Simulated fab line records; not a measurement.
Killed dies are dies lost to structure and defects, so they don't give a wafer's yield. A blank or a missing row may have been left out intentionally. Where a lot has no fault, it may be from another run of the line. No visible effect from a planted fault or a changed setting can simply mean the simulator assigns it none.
One fault seen from 2 desks || flow n5Finfet || each desk has only its own numbers; what lay behind them comes last

== TOOL OWNER'S DESK, pecvd-04 ==
The tool's own readings at N5_BEOL_M11_DEP_56 (deposits SiCN from 3MS/NH3, target thk 30 nm, time 10.5 s): means of the sampled wafers that have a number, for each lot that ran on this tool. Any lot whose mean is over 4 standard deviations away from the usual mean is out of limits and marked OUT; that distance is given in the brackets.
Columns: A = chamberPressureTorr at N5_BEOL_M11_DEP_56, usual 2.999 Torr; B = showerheadPlenumPTorr at N5_BEOL_M11_DEP_56, usual 4.160 Torr; C = throttleValvePct at N5_BEOL_M11_DEP_56, usual 17.8 %
{"lot": "L385", "first seen here": "day 11 21:23", "A": 2.995, "B": 4.145, "C": 18.0}
{"lot": "L387", "first seen here": "day 11 23:44", "A": 3.001, "B": 4.146, "C": 18.2}
{"lot": "L386", "first seen here": "day 12 03:26", "A": 2.997, "B": 4.137, "C": 18.0}
This desk's verdict: no lot among the 3 shows anything out of limits.

== THE METROLOGY DESK ==
Means of the sampled wafers that have a number, per lot and without regard to the tool the lot ran on: this is what the gauges read. Any lot whose mean is over 4 standard deviations away from the usual mean is out of limits and marked OUT; that distance is given in the brackets.
Columns: A = M11_THK at N5_BEOL_M11_THK_MEAS_53, usual 145 nm; B = M11_RS at N5_BEOL_M11_RS_MEAS_57, usual 0.151 ohm/sq
{"lot": "L382", "first seen here": "day 10 14:43", "A": 154, "B": 0.144}
{"lot": "L385", "first seen here": "day 11 21:17", "A": 143, "B": 0.152}
{"lot": "L387", "first seen here": "day 11 23:38", "A": 144, "B": 0.153}
{"lot": "L386", "first seen here": "day 12 03:22", "A": 147, "B": 0.150}
{"lot": "L396", "first seen here": "day 15 02:16", "A": 150, "B": 0.146}
{"lot": "L400", "first seen here": "day 15 07:01", "A": 147, "B": 0.149}
This desk's verdict: no lot among the 6 shows anything out of limits.

== PUT TOGETHER ==
Nothing out of limits was seen by the tool owner's desk.
Nothing out of limits was seen by the metrology desk.

== WHAT THE SIMULATOR HAD PUT IN ==
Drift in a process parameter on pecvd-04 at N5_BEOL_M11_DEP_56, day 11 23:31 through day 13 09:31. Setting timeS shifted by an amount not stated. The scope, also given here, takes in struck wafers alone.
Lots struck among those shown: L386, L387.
